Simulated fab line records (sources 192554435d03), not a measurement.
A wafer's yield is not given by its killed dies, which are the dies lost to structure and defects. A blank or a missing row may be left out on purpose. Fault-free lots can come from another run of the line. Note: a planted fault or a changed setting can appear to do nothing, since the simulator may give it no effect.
A struck lot beside a sound one :: flow n5-finfet :: 32 steps out of a route of 1938
Sound: wafers L117.2, L117.3, L117.5. Struck: wafers L125.1, L125.2, L125.3. The cause comes at the end.
Each step with rows lists, per side, the tool, then ch with its chambers, then its first start. Under that, the readings that differ: sound wafers :: struck wafers :: difference of the means :: sigmas: that difference in standard deviations of wafers without a fault.
alike: same words and numbers on both sides, and readings whose means sit less than 2 such deviations apart. not compared: any withheld reading, any reading some wafer has no value for, any bound like >300 that may hide the same value, and any number with overlapping values for which the record gives no deviation.
Wherever a step has rows on one side only, a row that says differs or no value, or a row with sigmas, the two part there. Numbers that have no deviation but don't overlap get no sigmas and don't part them. A reading missing from all wafers of one side parts the sides only when that side holds two or more wafers.

first, 1 step without rows for these wafers: N5_GATE_CUT_SRD_32 (time 30 s).
N5_GATE_CUT_SAC_CAP_01: material SiNx, target thk 24 nm, pulse time 1 s, ald cycles 480.
  sound on ald-sin-03 ch 1,2,3, day 6 22:29; struck on ald-sin-04 ch 0,1,3, day 9 01:59
  alike: heater-power-outer-w, heater-power-w, precursor-pulse-height-rel
then, 2 steps without rows for these wafers: N5_GATE_CUT_PECVD_57 (deposits SiNx from SiH4/NH3/N2, target thk 21 nm); N5_GATE_CUT_CMP_02 (polishes, stops on SiO2, t overpolish 12.7 s, target thk 0 nm).
N5_GATE_CUT_HM_DEP_46: deposits SiO2 from TEOS/O2, target thk 130 nm, time 26.6 s.
  sound on pecvd-01 ch 1,2, day 7 01:05; struck on pecvd-04 ch 0,1,2, day 9 04:37
  alike: heater-power-outer-w, heater-power-w, rf-fwd-power-W, showerhead-plenum-p-Torr, throttle-valve-pct
then, 6 steps without rows for these wafers: N5_GATE_CUT_COAT_34 (time 60 s, resist thk 60 nm); N5_GATE_CUT_COAT_35 (time 60 s, resist thk 10 nm); N5_GATE_CUT_COAT_27 (time 60 s, resist thk 10 nm); N5_GATE_CUT_COAT_07 (resist thk 30 nm); N5_GATE_CUT_EBR_09; N5_GATE_CUT_SOFTBAKE_08 (time 60 s).
N5_GATE_CUT_EXPOSE_10: exposes mask GATE CUT, target cd 20 nm.
  sound on euv-scanner-02 ch 0, day 7 01:17; struck on euv-scanner-01 ch 0, day 9 04:49
reading: exposure-dose-mJ-cm2
sound: 43.10 43.15 43.15
struck: 45.02 45.04 45.03
difference: +1.90
sigmas: +36
  alike: mask
then, 2 steps without rows for these wafers: N5_GATE_CUT_PEB_11 (peb time 60 s); N5_GATE_CUT_DEVELOP_12 (develop time 30 s).
N5_GATE_CUT_CD_MEAS_13: target cd 20 nm.
  sound on cd-sem-03 ch 0, day 7 01:25; struck on cd-sem-02 ch 0, day 9 04:57
  alike: cd-nm
N5_GATE_CUT_OVL_MEAS_14:
  sound on overlay-01 ch 0, day 7 01:27; struck on overlay-02 ch 0, day 9 04:59
  alike: GATE_CUT_OVL
N5_GATE_CUT_INSPECT_15: inspects for defects (brightfield).
  sound: defect-inspect-01 at day 7 01:31; struck: defect-inspect-01 at day 9 05:02
reading: raw-defect-count
sound: 146 99 51
struck: 226 161 172
difference: +88
sigmas: +2
N5_GATE_CUT_DESCUM_18: chemistry O2, time 7 s.
  sound on rie-diel-01 ch 0,3, day 7 01:32; struck on rie-diel-03 ch 0,1,2, day 9 05:04
reading: model.GATE_CUT.cd-nm (nm)
sound: 20 20.2 20
struck: 21 21 20.8
difference: +1
sigmas: 
  alike: drypump-motor-current-A, oes-product-au, rf-fwd-power-W, rf-vpp-V, showerhead-plenum-p-Torr, throttle-valve-pct
  not compared: rf-hours-counter-h
then, 1 step without rows for these wafers: N5_GATE_CUT_ETCH_28 (etches underlayer in N2/H2, target depth 13 nm, time 10.4 s).
N5_GATE_CUT_ETCH_36: etches SiARC in CF4, target depth 13 nm, time 21.7 s.
  sound on rie-diel-01 ch 0,3, day 7 01:35; struck on rie-diel-03 ch 0,1,2, day 9 05:08
  alike: drypump-motor-current-A, etch-rf-on-time-s, oes-product-au, rf-fwd-power-W, rf-vpp-V, showerhead-plenum-p-Torr, throttle-valve-pct
  not compared: rf-hours-counter-h
N5_GATE_CUT_ETCH_37: etches SOC in N2/H2, target depth 60 nm, overetch 12 nm, time 90 s.
  sound on rie-diel-01 ch 0,3, day 7 01:37; struck on rie-diel-03 ch 0,1,2, day 9 05:09
  alike: drypump-motor-current-A, oes-product-au, rf-fwd-power-W, rf-vpp-V, showerhead-plenum-p-Torr, throttle-valve-pct
  not compared: rf-hours-counter-h
then, 8 steps without rows for these wafers: N5_GATE_CUT_STRIP_38 (strips in N2/H2); N5_GATE_CUT_STRIP_39 (strips in N2/H2); N5_GATE_CUT_HM_OPEN_40 (chemistry C4F6/O2, target SiO2, target depth 139 nm, time 85.1 s); N5_GATE_CUT_STRIP_41 (strips in CF4); N5_GATE_CUT_STRIP_42 (strips in O2); N5_GATE_CUT_ETCH_19 (etches SiNx in CH3F/O2, target depth 53.7 nm, time 76.7 s); N5_GATE_CUT_CUT_ETCH_53 (etches W in SF6/Cl2, target depth 79.2 nm); N5_GATE_CUT_CUT_ETCH_54 (etches TiN in Cl2/BCl3, target depth 96.7 nm).
N5_GATE_CUT_CUT_ETCH_55: etches HfO2 in BCl3, target depth 3.2 nm.
  sound on rie-metal-03 ch 0,1, day 7 02:03; struck on rie-metal-01 ch 0,1, day 9 05:35
reading: oes-product-au (a.u.)
sound: 0.91 0.93 0.88
struck: 0.62 0.62 0.62
difference: -0.29
sigmas: -2
  alike: drypump-motor-current-A, rf-fwd-power-W, throttle-valve-pct
  not compared: rf-hours-counter-h
N5_GATE_CUT_ETCH_47: etches SiO2 in Cl2/BCl3, target depth 10 nm.
  sound on rie-metal-03 ch 0,1, day 7 02:05; struck on rie-metal-01 ch 0,1, day 9 05:37
reading: oes-product-au (a.u.)
sound: 0.92 0.92 0.86
struck: 0.62 0.61 0.62
difference: -0.28
sigmas: -2

reading: model.GATE_CUT.cd-nm (nm)
sound: 20.4 20.4 20
struck: 20.8 21.2 21.2
difference: +0.8
sigmas: 
  alike: drypump-motor-current-A, rf-fwd-power-W, throttle-valve-pct
  not compared: rf-hours-counter-h
then, 1 step without rows for these wafers: N5_GATE_CUT_VAPOR_ETCH_48 (etches TiN in BCl3/Cl2).

## WHERE THEY PART
At N5_GATE_CUT_EXPOSE_10 first; at N5_GATE_CUT_ETCH_47 last (within this record only).

WHY: what had been put in by the simulator
Drift in process parameters on euv-scanner-01 at N5_GATE_CUT_EXPOSE_10, starting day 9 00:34. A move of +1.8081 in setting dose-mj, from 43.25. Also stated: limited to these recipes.
